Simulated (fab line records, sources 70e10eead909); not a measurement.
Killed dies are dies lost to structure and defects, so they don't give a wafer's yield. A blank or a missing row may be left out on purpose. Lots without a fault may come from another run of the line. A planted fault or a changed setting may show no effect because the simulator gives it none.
fab line records | flow nand_harc
record lots=5 wafers=15 last_day=24
route steps=1159 shown THIN_TSV@1116
lots that met no fault: from a run of the same line without faults
start_h: hours from the record's first day to the start of the lot's first wafer shown | wait_h: hours since the lot's step before | " the same as in the row above | L1.1+2: a row that stands for several wafers | - no value, or no start given | * or withheld: withheld | < > ~ a bound
route shown NAME@n: a module of which the file shows steps, and the number in the route of the first | usual: mean/standard deviation of fault-free wafers | same: alike in all rows | chamber/n: place in a boat | sites: the reading at each site | _std_site: their standard deviation | _edge_site: outer sites' mean less inner sites' | radius_mm: how far each site lies from the wafer's centre | mask NAME#n: copy n | behind: the tool/chamber that last shaped the wafer | hold: why the lot was held/for how many hours/how that ended | device: the transistor (n, p or np) that didn't switch | end of line: the same wafers' tests at the end of the route | a step without rows: its recipe alone | killed: dies lost to structure and defects at the first sort, not the wafer's yield | map: a wafer's dies, x killed, . not, _ none there
set.NAME: the setting as run; set.NAME@STEP: as run at that earlier step | model.NAME: the simulator's own value behind a step, which no gauge read
lots at some steps of the route; a table a step, a row a wafer
services: from which hour (start_h, from the record's first day; less than 0 if before it) a tool's chamber was out of use, for how many hours, and why
## steps
# step NHARC_THIN_TSV_CD_MEAS_12
# recipe target_cd_nm=1000 landing_energy_ev=500
# usual cd_nm=1000.5/1.6
# columns lot.wafer tool chamber start_h wait_h cd_nm
L075.2 cd_sem-02 0 429.56 - 999.1
L075.4 " 0 " " 1001.6
L075.5 " 0 " " 999.9
L076.1 cd_sem-02 0 439.46 - 999.6
L076.4 " 0 " " 1005.6
L076.6 " 0 " " 1000.5
L081.2 cd_sem-03 0 451.75 - 1001.8
L081.3 " 0 " " 1003.0
L081.4 " 0 " " 1000.7
L089.1 cd_sem-02 0 503.08 - 1000.9
L089.3 " 0 " " 999.1
L089.5 " 0 " " 1001.2
L094.4 cd_sem-02 0 552.33 - 999.3
L094.5 " 0 " " 998.9
L094.6 " 0 " " 1000.5
# step NHARC_THIN_TSV_HARDBAKE_13
# recipe temp_c=125 time_s=80
# usual plate_temp_C=125.01/0.12
# columns lot.wafer tool chamber start_h wait_h plate_temp_C
L075.2 litho_track-07 0 429.64 - 124.86
L075.4 " 0 " " 125.06
L075.5 " 0 " " 124.99
L076.1 litho_track-05 0 439.54 - 125.15
L076.4 " 0 " " 125.10
L076.6 " 0 " " 125.07
L081.2 litho_track-07 0 451.83 - 124.97
L081.3 " 0 " " 124.86
L081.4 " 0 " " 125.08
L089.1 litho_track-02 0 503.16 - 125.17
L089.3 " 0 " " 124.86
L089.5 " 0 " " 125.05
L094.4 litho_track-07 0 552.41 - 125.14
L094.5 " 0 " " 124.83
L094.6 " 0 " " 124.92
# step NHARC_THIN_TSV_DESCUM_14
# recipe time_s=3 o2_flow_sccm=200 ar_flow_sccm=0 bias_power_w=0 chemistry=O2
# usual chamber_pressure_mTorr=60.00/0.055 drypump_motor_current_A=5.9/0.4 mfc_ar_sccm=0.010/0.014 oes_product_au=1.000/0.0092 rf_vpp_V=57.9/0.85 showerhead_plenum_p_Torr=1.93/0.079 throttle_valve_pct=11.312/0.0085
# columns lot.wafer tool chamber start_h wait_h chamber_pressure_mTorr drypump_motor_current_A mfc_ar_sccm oes_product_au rf_hours_counter_h rf_vpp_V showerhead_plenum_p_Torr throttle_valve_pct
L075.4 rie_diel-02 0 429.73 - 60.04 5.7 0 0.985 11 58.7 2.04 11.311
L075.2 " 2 " " 60.03 5.9 0.044 0.981 10 57.2 1.86 11.308
L075.5 " 0 " " 60.05 5.8 0 0.989 - 58.6 2.04 11.321
L076.1 rie_diel-01 1 439.63 - 60.07 6.6 0.022 1.010 10 57.3 1.93 11.299
L076.6 " 0 " " 60.05 5.9 0 0.997 - 56.7 1.85 11.305
L076.4 " 2 " " 59.98 5.2 0.008 1.000 - 57.4 1.78 11.307
L081.3 rie_diel-02 0 451.92 - 60.02 5.8 0 1.002 13 59.0 2.04 11.312
L081.2 " 1 " " 60.06 6.1 0 0.999 13 57.9 2.04 11.317
L081.4 " 2 " " 59.99 5.9 0.044 0.998 12 57.1 1.86 11.309
L089.3 rie_diel-13 2 503.25 - 59.98 5.7 0 1.000 2 58.0 2.01 11.324
L089.1 " 0 " " 59.96 5.5 0 1.009 3 57.1 1.91 11.312
L089.5 " 1 " " 60.05 5.6 0.031 0.980 - 57.2 1.90 11.314
L094.4 rie_diel-13 1 552.49 - 59.95 5.6 0.031 0.987 7 58.4 1.90 11.321
L094.6 " 0 " " 60.01 5.5 0 0.997 - 58.9 1.91 11.316
L094.5 " 1 " " 60.06 5.6 0.031 0.994 - 59.2 1.90 11.331
# step NHARC_THIN_TSV_ETCH_44
# recipe target_depth_a=15942 time_s=797.1 cf4_flow_sccm=150 o2_flow_sccm=10 ar_flow_sccm=0 rf_w=300 bias_w=800 chemistry=CF4/O2
# usual chamber_pressure_mTorr=29.997/0.027 drypump_motor_current_A=5.9/0.41 mfc_ar_sccm=0.009/0.013 oes_product_au=1.000/0.0099 rf_vpp_V=795/4.5 showerhead_plenum_p_Torr=1.85/0.07 throttle_valve_pct=16.915/0.0098
# columns lot.wafer tool chamber start_h wait_h chamber_pressure_mTorr drypump_motor_current_A mfc_ar_sccm oes_product_au rf_hours_counter_h rf_vpp_V showerhead_plenum_p_Torr throttle_valve_pct
L075.2 rie_diel-02 0 429.86 0.1 29.988 5.7 0 1.003 11 802 1.95 16.918
L075.4 " 1 " " 30.069 6.1 0 0.997 11 800 1.95 16.922
L075.5 " 3 " " 30.008 6.1 0 0.996 - 797 1.86 16.921
L076.1 rie_diel-01 1 439.87 0.2 29.976 6.5 0.022 1.001 10 795 1.85 16.917
L076.4 " 2 " " 29.997 5.1 0.008 1.000 - 787 1.71 16.906
L076.6 " 0 " " 29.971 5.8 0 0.989 - 790 1.78 16.898
L081.2 rie_diel-02 0 452.00 0.1 30.012 5.7 0 0.990 13 802 1.95 16.930
L081.4 " 2 " " 29.928 5.9 0.044 1.001 12 791 1.79 16.917
L081.3 " 3 " " 29.976 6.1 0 1.002 12 796 1.86 16.923
L089.1 rie_diel-13 1 503.33 0.1 29.951 5.6 0.031 0.991 3 793 1.82 16.914
L089.3 " 3 " " 29.995 6.6 0.008 0.995 2 794 1.83 16.920
L089.5 " 2 " " 30.004 5.8 0 1.008 - 801 1.92 16.914
L094.4 rie_diel-13 3 552.68 0.2 29.978 6.6 0.008 1.001 6 793 1.82 16.908
L094.6 " 1 " " 29.972 5.6 0.031 0.995 - 793 1.82 16.915
L094.5 " 2 " " 30.022 5.8 0 1.009 - 800 1.92 16.929
# step NHARC_THIN_TSV_ETCH_15
# recipe target_depth_a=30000 bosch_target_overetch_cycles=2 bosch_etch_step_s=2.8 bosch_dep_step_s=1.2 bosch_cycles=14
# usual drypump_motor_current_A=5.6/0.42
# columns lot.wafer tool chamber start_h wait_h drypump_motor_current_A rf_hours_counter_h
L075.2 rie_si-02 2 430.39 - 5.5 0.5
L075.4 " 3 " " 5.2 0.4
L075.5 " 1 " " 6.7 -
L076.1 rie_si-02 2 440.42 - 5.5 0.6
L076.4 " 3 " " 5.2 0.5
L076.6 " 2 " " 5.5 -
L081.3 rie_si-02 3 452.57 - 5.2 0.5
L081.4 " 0 " " 5.5 0.5
L081.2 " 2 " " 5.5 0.7
L089.3 rie_si-05 2 503.92 - 5.8 0.7
L089.1 " 3 " " 5.3 0.8
L089.5 " 0 " " 5.8 -
L094.6 rie_si-04 3 553.19 - 5.8 -
L094.4 " 0 " " 5.4 -
L094.5 " 2 " " 5.2 -
# step NHARC_THIN_TSV_CD_MEAS_16
# usual cd_nm=1000.5/1.6
# columns lot.wafer tool chamber start_h wait_h cd_nm
L075.2 cd_sem-03 - 430.52 0.1 998.9
L075.4 " - " " 1000.7
L075.5 " - " " 1000.4
L076.1 cd_sem-01 - 440.56 0.1 999.8
L076.4 " - " " 1004.8
L076.6 " - " " 999.4
L081.2 cd_sem-02 - 452.72 0.1 1002.0
L081.3 " - " " 1003.5
L081.4 " - " " 1001.3
L089.1 cd_sem-01 - 504.04 0.1 1000.6
L089.3 " - " " 998.5
L089.5 " - " " 1001.1
L094.4 cd_sem-03 - 553.32 0.1 999.2
L094.5 " - " " 999.4
L094.6 " - " " 999.1
# step NHARC_THIN_TSV_STRIP_45
# recipe power_w=1500 temp_c=250 chemistry=O2
# usual drypump_motor_current_A=5.73/0.098 heater_power_w=341/19
# columns lot.wafer tool chamber start_h wait_h drypump_motor_current_A heater_power_w rf_hours_counter_h
L075.2 plasma_asher-02 1 431.17 0.6 5.77 366 21
L075.4 " 1 " " 5.78 350 -
L075.5 " 1 " " 5.76 370 -
L076.1 plasma_asher-01 0 440.64 0.1 5.38 302 50
L076.4 " 0 " " 5.38 302 -
L076.6 " 0 " " 5.41 308 -
L081.2 plasma_asher-02 1 452.79 0.1 5.77 361 34
L081.3 " 1 " " 5.76 355 -
L081.4 " 0 " " 5.70 334 -
L089.1 plasma_asher-02 0 505.29 1.2 5.71 323 58
L089.3 " 0 " " 5.72 323 -
L089.5 " 0 " " 5.70 326 -
L094.4 plasma_asher-02 1 553.62 0.3 5.75 351 -
L094.6 " 0 " " 5.71 334 -
L094.5 " 1 " " 5.74 366 -
# step NHARC_THIN_TSV_STRIP_46
# recipe time_s=1200 temp_c=72.5 chemistry=post_etch_residue_remover
# columns lot.wafer tool chamber start_h wait_h
L075.2+5+4 wet_bench-10 0,3,4 431.54 0.3
L076.6+4+1 wet_bench-10 2,5,6 440.99 0.1
L081.2+3+4 wet_bench-10 7,0,3 453.14 0.3
L089.1+5+3 wet_bench-08 1,2,4 505.65 0.3
L094.5+6+4 wet_bench-10 3,5,7 553.83 0.1
# step NHARC_THIN_TSV_DEP_47
# recipe target_thk_a=2000 temp_c=withheld pressure_torr=6.5 rf_w=900 teos_flow_sccm=161.4 flow_sccm=2650 target_thk_nm=200 gas=O2 material=SiO2
# usual throttle_valve_pct=16.1/0.44
# columns lot.wafer tool chamber start_h wait_h throttle_valve_pct
L075.2 pecvd-02 2 432.06 - 16.5
L075.4 " 2 " " 16.4
L075.5 " 0 " " 16.0
L076.1 pecvd-02 1 441.44 - 16.6
L076.4 " 1 " " 16.8
L076.6 " 0 " " 15.5
L081.3 pecvd-02 2 453.63 - 16.5
L081.2 " 0 " " 15.8
L081.4 " 1 " " 16.7
L089.3 pecvd-04 2 506.09 - 15.6
L089.1 " 1 " " 16.6
L089.5 " 1 " " 16.4
L094.6 pecvd-01 0 554.42 - 16.3
L094.5 " 1 " " 16.1
L094.4 " 2 " " 15.9
# step NHARC_THIN_TSV_ETCHBACK_48
# recipe target_depth_a=10285 over_etch_frac=0.3 time_s=405.17 ion_energy_ev=250 c4f8_flow_sccm=withheld ar_flow_sccm=withheld rf_w=600 bias_w=300 chemistry=C4F8/Ar
# usual chamber_pressure_mTorr=24.999/0.023 oes_product_au=0.96/0.037 rf_vpp_V=547/3.1
# same over_etch_frac=0.3
# columns lot.wafer tool chamber start_h wait_h chamber_pressure_mTorr oes_product_au rf_hours_counter_h rf_vpp_V
L075.2 rie_diel-01 1 432.52 - 24.964 0.94 9 549
L075.4 " 2 " " 24.993 0.92 - 542
L075.5 " 0 " " 25.005 0.92 - 544
L076.4 rie_diel-13 0 441.85 - 24.999 0.93 13 546
L076.1 " 1 " " 24.992 0.92 13 546
L076.6 " 0 " " 25.004 0.93 - 547
L081.3 rie_diel-01 2 454.03 - 25.011 0.92 11 542
L081.4 " 3 " " 24.978 1.02 3 551
L081.2 " 0 " " 24.958 0.92 12 543
L089.3 rie_diel-01 3 506.53 - 24.969 1.01 1 551
L089.1 " 1 " " 24.970 1.00 1 547
L089.5 " 2 " " 24.995 1.00 - 541
L094.4 rie_diel-13 0 554.68 - 25.031 0.96 7 547
L094.6 " 0 " " 25.008 0.96 - 547
L094.5 " 1 " " 25.016 0.96 - 548
# step NHARC_THIN_TSV_STRIP_62
# recipe power_w=1500 temp_c=250 time_s=20 chemistry=N2/H2
# usual drypump_motor_current_A=5.72/0.12 heater_power_w=339/20
# columns lot.wafer tool chamber start_h wait_h drypump_motor_current_A heater_power_w rf_hours_counter_h
L075.2 plasma_asher-02 1 432.85 - 5.77 351 22
L075.4 " 0 " " 5.70 319 -
L075.5 " 1 " " 5.74 365 -
L076.1 plasma_asher-02 1 442.21 - 5.78 363 29
L076.4 " 1 " " 5.75 361 -
L076.6 " 1 " " 5.77 359 -
L081.2 plasma_asher-02 1 455.34 - 5.76 361 36
L081.3 " 1 " " 5.75 359 -
L081.4 " 0 " " 5.71 333 -
L089.1 plasma_asher-02 0 507.38 - 5.71 322 60
L089.3 " 1 " " 5.73 367 -
L089.5 " 0 " " 5.71 325 -
L094.4 plasma_asher-02 1 555.10 - 5.74 362 -
L094.5 " 0 " " 5.72 346 -
L094.6 " 1 " " 5.75 360 -
# step NHARC_THIN_TSV_DEGAS_49
# recipe temp_c=300 time_s=120
# usual heater_power_w=451/41
# columns lot.wafer tool chamber start_h wait_h heater_power_w
L075.2 pvd_sputter-02 - 433.05 0.2 493
L075.4 " - " " 417
L075.5 " - " " 436
L076.4 pvd_sputter-03 - 442.39 0.1 406
L076.1 " - " " 447
L076.6 " - " " 387
L081.4 pvd_sputter-01 - 455.51 0.1 504
L081.2 " - " " 466
L081.3 " - " " 514
L089.1 pvd_sputter-03 - 507.54 0.1 411
L089.3 " - " " 417
L089.5 " - " " 405
L094.4 pvd_sputter-01 - 555.20 0.1 529
L094.6 " - " " 529
L094.5 " - " " 482
# step NHARC_THIN_TSV_PRE_CLEAN_50
# recipe time_s=30 temp_c=280 gas=H2/He
# usual heater_power_w=394/33
# columns lot.wafer tool chamber start_h wait_h heater_power_w
L075.2 pvd_sputter-02 - - - 426
L075.4 " - " " 377
L075.5 " - " " 373
L076.1 pvd_sputter-03 - - - 340
L076.4 " - " " 367
L076.6 " - " " 402
L081.2 pvd_sputter-01 - - - 377
L081.3 " - " " 406
L081.4 " - " " 448
L089.1 pvd_sputter-03 - - - 411
L089.3 " - " " 355
L089.5 " - " " 408
L094.4 pvd_sputter-01 - - - 480
L094.5 " - " " 466
L094.6 " - " " 425
# step NHARC_THIN_TSV_PVD_19
# recipe target_thk_a=200 chamber_pressure_pa=5 material=TaN
# usual throttle_valve_pct=29.5/0.94
# columns lot.wafer tool chamber start_h wait_h throttle_valve_pct
L075.2 pvd_sputter-02 - - - 30.6
L075.4 " - " " 28.3
L075.5 " - " " 30.0
L076.1 pvd_sputter-03 - - - 29.5
L076.4 " - " " 27.4
L076.6 " - " " 27.3
L081.2 pvd_sputter-01 - - - 28.9
L081.4 " - " " 29.2
L081.3 " - " " 30.4
L089.3 pvd_sputter-03 - - - 28.8
L089.1 " - " " 27.7
L089.5 " - " " 28.9
L094.4 pvd_sputter-01 - - - 31.2
L094.5 " - " " 30.4
L094.6 " - " " 30.9
# step NHARC_THIN_TSV_PVD_51
# recipe target_thk_a=1000 chamber_pressure_pa=5 material=Cu
# usual throttle_valve_pct=29.5/0.98
# columns lot.wafer tool chamber start_h wait_h throttle_valve_pct
L075.2 pvd_sputter-02 - - - 30.8
L075.4 " - " " 30.1
L075.5 " - " " 30.6
L076.1 pvd_sputter-03 - - - 27.2
L076.4 " - " " 30.5
L076.6 " - " " 30.2
L081.3 pvd_sputter-01 - - - 30.7
L081.4 " - " " 28.9
L081.2 " - " " 29.8
L089.3 pvd_sputter-03 - - - 28.9
L089.1 " - " " 27.7
L089.5 " - " " 30.3
L094.4 pvd_sputter-01 - - - 29.0
L094.6 " - " " 29.8
L094.5 " - " " 29.3
# step NHARC_THIN_TSV_ECD_20
# recipe target_thk_a=20000 material=Cu
# columns lot.wafer tool chamber start_h wait_h
L075.2+4+5 ecd_cu-01 1 433.49 -
L076.1+4+6 ecd_cu-02 1,0,0 442.83 -
L081.2+3+4 ecd_cu-02 0,1,0 456.06 -
L089.1+3+5 ecd_cu-02 1,1,0 508.09 -
L094.4+6+5 ecd_cu-02 0,0,1 555.86 -
# step NHARC_THIN_TSV_ANNEAL_52
# recipe temp_c=225 time_s=90
# usual wafer_temp_C_max=226.2/0.53
# columns lot.wafer tool chamber start_h wait_h wafer_temp_C_max
L075.2 rtp_anneal-02 0 434.28 0.7 226.4
L075.4 " 0 " " 226.2
L075.5 " 0 " " 226.6
L076.1 rtp_anneal-02 0 443.59 0.7 226.4
L076.4 " 0 " " 226.3
L076.6 " 0 " " 226.0
L081.2 rtp_anneal-02 0 456.74 0.6 226.4
L081.3 " 0 " " 226.9
L081.4 " 0 " " 226.7
L089.1 rtp_anneal-01 0 508.71 0.5 225.7
L089.3 " 0 " " 225.8
L089.5 " 0 " " 225.7
L094.4 rtp_anneal-02 0 556.54 0.6 226.7
L094.5 " 0 " " 225.9
L094.6 " 0 " " 226.9
# step NHARC_THIN_TSV_CMP_21
# recipe t_overpolish_s=30 target_thk_nm=2000
# usual motor_current_A=11.5/1.2 overpolish_run_s=30.000/0.01 pad_life_wafers=267/150
# columns lot.wafer tool chamber start_h wait_h motor_current_A overpolish_run_s pad_life_wafers
L075.4 cmp-04 3 434.60 - 10.2 30.012 205
L075.2 " 1 " " 11.5 30.002 207
L075.5 " 3 " " 10.0 30.009 -
L076.4 cmp-01 0 443.96 - 11.6 30.010 385
L076.1 " 2 " " 12.8 29.993 387
L076.6 " 3 " " 11.2 30.009 -
L081.2 cmp-02 1 457.03 - 10.8 29.988 156
L081.3 " 2 " " 13.3 30.011 157
L081.4 " 0 " " 10.2 30.019 159
L089.1 cmp-04 1 509.06 - 11.4 29.993 66
L089.3 " 0 " " 10.4 29.989 69
L089.5 " 2 " " 13.1 30.010 -
L094.4 cmp-04 0 556.73 - 10.3 29.997 468
L094.5 " 0 " " 10.6 30.004 -
L094.6 " 1 " " 11.7 30.024 -
# step NHARC_THIN_TSV_SRD_23
# columns lot.wafer tool chamber start_h wait_h
L075.5+4+2 wet_bench-08 7,2,4 434.93 0.0
L076.4+6+1 wet_bench-10 3,4,6 444.30 0.0
L081.4+3+2 wet_bench-10 6,7,0 457.41 0.1
L089.5+3+1 wet_bench-10 5,0,2 509.43 0.0
L094.5+6+4 wet_bench-10 0,1,4 557.10 0.0
# step NHARC_THIN_TSV_DEGAS_53
# recipe temp_c=300 time_s=60
# usual heater_power_w=444/38
# columns lot.wafer tool chamber start_h wait_h heater_power_w
L075.2 pvd_sputter-03 - 435.04 0.1 383
L075.4 " - " " 405
L075.5 " - " " 396
L076.1 pvd_sputter-03 - 444.39 0.1 414
L076.4 " - " " 442
L076.6 " - " " 405
L081.4 pvd_sputter-02 - 457.50 0.1 420
L081.2 " - " " 458
L081.3 " - " " 438
L089.1 pvd_sputter-02 - 509.57 0.1 484
L089.3 " - " " 427
L089.5 " - " " 495
L094.4 pvd_sputter-03 - 557.21 0.1 417
L094.5 " - " " 409
L094.6 " - " " 470
# step NHARC_THIN_TSV_PRE_CLEAN_54
# recipe time_s=30 temp_c=280 gas=H2/He
# usual heater_power_w=387/32
# columns lot.wafer tool chamber start_h wait_h heater_power_w
L075.4 pvd_sputter-03 - 435.12 0.1 365
L075.2 " - " " 368
L075.5 " - " " 386
L076.1 pvd_sputter-03 - 444.46 0.1 368
L076.4 " - " " 344
L076.6 " - " " 373
L081.4 pvd_sputter-02 - 457.56 0.1 422
L081.2 " - " " 411
L081.3 " - " " 373
L089.3 pvd_sputter-02 - 509.62 0.0 378
L089.1 " - " " 425
L089.5 " - " " 385
L094.4 pvd_sputter-03 - 557.30 0.1 365
L094.6 " - " " 362
L094.5 " - " " 357
# step NHARC_THIN_TSV_PVD_55
# recipe target_thk_a=500 material=TiN
# columns lot.wafer tool chamber start_h wait_h
L075.2+4+5 pvd_sputter-03 - 435.22 0.1
L076.4+1+6 pvd_sputter-03 - 444.54 0.0
L081.2+3+4 pvd_sputter-02 - 457.64 0.0
L089.1+3+5 pvd_sputter-02 - 509.72 0.1
L094.4+6+5 pvd_sputter-03 - 557.36 0.1
# step NHARC_THIN_TSV_PVD_24
# recipe target_thk_a=8000 power_w=withheld chamber_pressure_pa=withheld substrate_temp_c=withheld time_s=withheld gas=Ar material=Al
# columns lot.wafer tool chamber start_h wait_h
L075.2+4+5 pvd_sputter-03 - 435.33 0.1
L076.4+1+6 pvd_sputter-03 - 444.75 0.2
L081.3+4+2 pvd_sputter-02 - 457.82 0.1
L089.3+1+5 pvd_sputter-02 - 509.84 0.1
L094.4+6+5 pvd_sputter-03 - 557.66 0.3
# step NHARC_THIN_TSV_DEHYDRATE_25
# recipe temp_c=150 time_s=120
# usual plate_temp_C=149.98/0.15
# columns lot.wafer tool chamber start_h wait_h plate_temp_C
L075.2 litho_track-02 0 435.75 - 150.26
L075.4 " 0 " " 150.08
L075.5 " 0 " " 150.12
L076.1 litho_track-05 0 445.12 - 150.04
L076.4 " 0 " " 150.12
L076.6 " 0 " " 150.06
L081.2 litho_track-07 0 458.26 - 149.84
L081.3 " 0 " " 150.15
L081.4 " 0 " " 150.04
L089.1 litho_track-07 0 510.28 - 149.88
L089.3 " 0 " " 150.07
L089.5 " 0 " " 150.14
L094.4 litho_track-07 0 557.91 - 149.96
L094.5 " 0 " " 150.04
L094.6 " 0 " " 149.97
# step NHARC_THIN_TSV_HMDS_26
# recipe time_s=30
# columns lot.wafer tool chamber start_h wait_h
L075.2+4+5 litho_track-02 0 - -
L076.1+4+6 litho_track-05 0 - -
L081.2+3+4 litho_track-07 0 - -
L089.1+3+5 litho_track-07 0 - -
L094.4+5+6 litho_track-07 0 - -
# step NHARC_THIN_TSV_COAT_27
# recipe spin_rpm=*
# columns lot.wafer tool chamber start_h wait_h
L075.2+4+5 litho_track-02 0 - -
L076.1+4+6 litho_track-05 0 - -
L081.2+3+4 litho_track-07 0 - -
L089.1+3+5 litho_track-07 0 - -
L094.4+5+6 litho_track-07 0 - -
# step NHARC_THIN_TSV_SOFTBAKE_28
# recipe temp_c=122 time_s=95
# usual plate_temp_C=122.01/0.13
# columns lot.wafer tool chamber start_h wait_h plate_temp_C
L075.2 litho_track-02 0 - - 122.05
L075.4 " 0 " " 121.94
L075.5 " 0 " " 121.90
L076.1 litho_track-05 0 - - 122.22
L076.4 " 0 " " 121.98
L076.6 " 0 " " 122.09
L081.2 litho_track-07 0 - - 121.87
L081.3 " 0 " " 122.07
L081.4 " 0 " " 121.93
L089.1 litho_track-07 0 - - 121.83
L089.3 " 0 " " 121.82
L089.5 " 0 " " 122.17
L094.4 litho_track-07 0 - - 122.01
L094.5 " 0 " " 122.13
L094.6 " 0 " " 122.02
# step NHARC_THIN_TSV_EBR_29
# columns lot.wafer tool chamber start_h wait_h
L075.2+4+5 litho_track-02 0 - -
L076.1+4+6 litho_track-05 0 - -
L081.2+3+4 litho_track-07 0 - -
L089.1+3+5 litho_track-07 0 - -
L094.4+5+6 litho_track-07 0 - -
# step NHARC_THIN_TSV_EXPOSE_30
# recipe na=0.55 dose_mj=11.47 mask_id=PAD
# usual exposure_dose_mJ_cm2=11.468/0.011 reticle_temp_C=23.01/0.099
# columns lot.wafer tool chamber start_h wait_h mask exposure_dose_mJ_cm2 reticle_temp_C
L075.2 krf_scanner-03 0 436.03 - PAD#0 11.463 22.97
L075.4 " 0 " " PAD#0 11.479 23.03
L075.5 " 0 " " PAD#0 11.480 23.03
L076.1 krf_scanner-04 0 445.39 - PAD#0 11.457 22.95
L076.4 " 0 " " PAD#0 11.471 23.17
L076.6 " 0 " " PAD#0 11.467 23.18
L081.2 krf_scanner-01 0 458.53 - PAD#0 11.490 22.89
L081.3 " 0 " " PAD#0 11.489 23.11
L081.4 " 0 " " PAD#0 11.491 23.01
L089.1 krf_scanner-03 0 510.43 - PAD#0 11.479 23.00
L089.3 " 0 " " PAD#0 11.464 22.99
L089.5 " 0 " " PAD#0 11.464 23.11
L094.4 krf_scanner-01 0 558.19 - PAD#0 11.440 22.84
L094.5 " 0 " " PAD#0 11.464 22.97
L094.6 " 0 " " PAD#0 11.460 23.01
# step NHARC_THIN_TSV_PEB_31
# recipe peb_temp_c=118 peb_time_s=85
# usual plate_temp_C=118.00/0.15
# columns lot.wafer tool chamber start_h wait_h plate_temp_C
L075.2 litho_track-02 0 436.09 0.1 117.76
L075.4 " 0 " " 118.11
L075.5 " 0 " " 117.94
L076.1 litho_track-07 0 445.46 0.1 117.86
L076.4 " 0 " " 117.80
L076.6 " 0 " " 117.93
L081.2 litho_track-07 0 458.60 0.1 117.95
L081.3 " 0 " " 117.81
L081.4 " 0 " " 117.92
L089.1 litho_track-07 0 510.49 0.1 118.09
L089.3 " 0 " " 117.97
L089.5 " 0 " " 118.04
L094.4 litho_track-07 0 558.25 0.0 118.17
L094.5 " 0 " " 118.08
L094.6 " 0 " " 117.99
# step NHARC_THIN_TSV_DEVELOP_32
# recipe time_s=70
# columns lot.wafer tool chamber start_h wait_h
L075.2+4+5 litho_track-02 0 - -
L076.1+4+6 litho_track-07 0 - -
L081.2+3+4 litho_track-07 0 - -
L089.1+3+5 litho_track-07 0 - -
L094.4+5+6 litho_track-07 0 - -
# step NHARC_THIN_TSV_CD_MEAS_33
# recipe target_cd_nm=5000 landing_energy_ev=500
# usual cd_nm=4999.0/2.3
# columns lot.wafer tool chamber start_h wait_h cd_nm
L075.2 cd_sem-01 0 436.18 - 4999.4
L075.4 " 0 " " 4996.9
L075.5 " 0 " " 4999.9
L076.1 cd_sem-01 0 445.55 - 4997.1
L076.4 " 0 " " 4997.3
L076.6 " 0 " " 4995.9
L081.2 cd_sem-02 0 458.69 - 4998.3
L081.3 " 0 " " 4999.9
L081.4 " 0 " " 5000.6
L089.1 cd_sem-01 0 510.59 - 5000.8
L089.3 " 0 " " 4996.4
L089.5 " 0 " " 4996.9
L094.4 cd_sem-02 0 558.34 - 5000.2
L094.5 " 0 " " 5001.3
L094.6 " 0 " " 5000.7
# step NHARC_THIN_TSV_HARDBAKE_34
# recipe temp_c=125 time_s=80
# usual plate_temp_C=125.00/0.14
# columns lot.wafer tool chamber start_h wait_h plate_temp_C
L075.2 litho_track-07 0 436.26 - 125.24
L075.4 " 0 " " 124.87
L075.5 " 0 " " 124.86
L076.1 litho_track-07 0 445.63 - 125.01
L076.4 " 0 " " 125.15
L076.6 " 0 " " 125.28
L081.2 litho_track-05 0 458.77 - 124.64
L081.3 " 0 " " 125.08
L081.4 " 0 " " 124.66
L089.1 litho_track-07 0 510.67 - 125.06
L089.3 " 0 " " 125.08
L089.5 " 0 " " 125.10
L094.4 litho_track-02 0 558.42 - 124.93
L094.5 " 0 " " 125.18
L094.6 " 0 " " 125.13
# step NHARC_THIN_TSV_DESCUM_35
# recipe time_s=3 o2_flow_sccm=200 ar_flow_sccm=0 bias_power_w=0 chemistry=O2
# usual chamber_pressure_mTorr=59.99/0.05 drypump_motor_current_A=5.9/0.42 mfc_ar_sccm=0.009/0.013 oes_product_au=1.002/0.011 rf_vpp_V=57.8/0.79 showerhead_plenum_p_Torr=1.92/0.083 throttle_valve_pct=11.311/0.0091
# columns lot.wafer tool chamber start_h wait_h chamber_pressure_mTorr drypump_motor_current_A mfc_ar_sccm oes_product_au rf_hours_counter_h rf_vpp_V showerhead_plenum_p_Torr throttle_valve_pct
L075.2 rie_diel-13 3 436.36 - 60.03 6.6 0.008 1.012 11 58.0 1.91 11.319
L075.4 " 1 " " 59.87 5.6 0.031 0.991 13 58.1 1.90 11.323
L075.5 " 2 " " 59.94 5.7 0 1.001 - 57.8 2.01 11.300
L076.4 rie_diel-13 2 445.72 - 59.95 5.7 0 1.001 12 58.4 2.01 11.333
L076.1 " 0 " " 59.97 5.5 0 0.986 13 58.0 1.92 11.304
L076.6 " 1 " " 59.99 5.6 0.031 0.977 - 57.8 1.90 11.306
L081.2 rie_diel-01 0 458.89 - 59.99 5.8 0 0.992 12 57.6 1.85 11.323
L081.3 " 1 " " 60.01 6.5 0.022 0.999 12 57.0 1.93 11.322
L081.4 " 2 " " 59.97 5.2 0.008 0.990 12 57.5 1.78 11.318
L089.1 rie_diel-01 0 510.76 - 60.10 5.9 0 1.013 1 57.5 1.85 11.311
L089.3 " 1 " " 59.97 6.5 0.022 1.015 1 58.7 1.93 11.319
L089.5 " 3 " " 59.96 5.8 0.003 1.026 - 57.8 2.03 11.318
L094.4 rie_diel-02 1 558.51 - 59.97 6.1 0 0.996 5 57.0 2.04 11.313
L094.5 " 0 " " 59.99 5.8 0 0.993 - 58.4 2.04 11.316
L094.6 " 1 " " 59.98 6.1 0 1.001 - 57.3 2.04 11.297
## services
# columns tool chamber start_h hours kind
litho_track-05 - 412.00 7.0 pm
rie_diel-13 - 453.00 9.0 pm
pvd_sputter-03 - 460.78 10.0 pm
rie_si-02 - 465.87 1.8 repair
rie_diel-01 0 467.98 6.1 repair
pvd_sputter-01 - 479.99 5.9 repair
rie_diel-01 - 492.14 9.0 pm
cmp-04 - 497.13 4.0 pm
rie_diel-02 - 504.71 9.0 pm
pvd_sputter-01 - 514.04 10.0 pm
litho_track-02 - 515.02 7.0 pm
pecvd-02 - 515.44 13.0 pm
pvd_sputter-03 - 516.58 2.3 repair
pvd_sputter-03 - 519.29 5.4 repair
rie_diel-02 2 529.16 1.6 repair
rie_si-02 - 530.90 1.1 repair
ecd_cu-02 - 532.38 8.0 pm
rie_diel-01 3 536.20 11.1 repair
rie_diel-01 2 536.38 3.5 repair
plasma_asher-02 - 537.29 9.0 pm
cmp-04 - 537.90 0.2 repair
litho_track-07 - 539.01 7.0 pm
rie_si-02 1 539.30 8.7 repair
ecd_cu-02 - 544.19 0.5 repair
## key
fault none
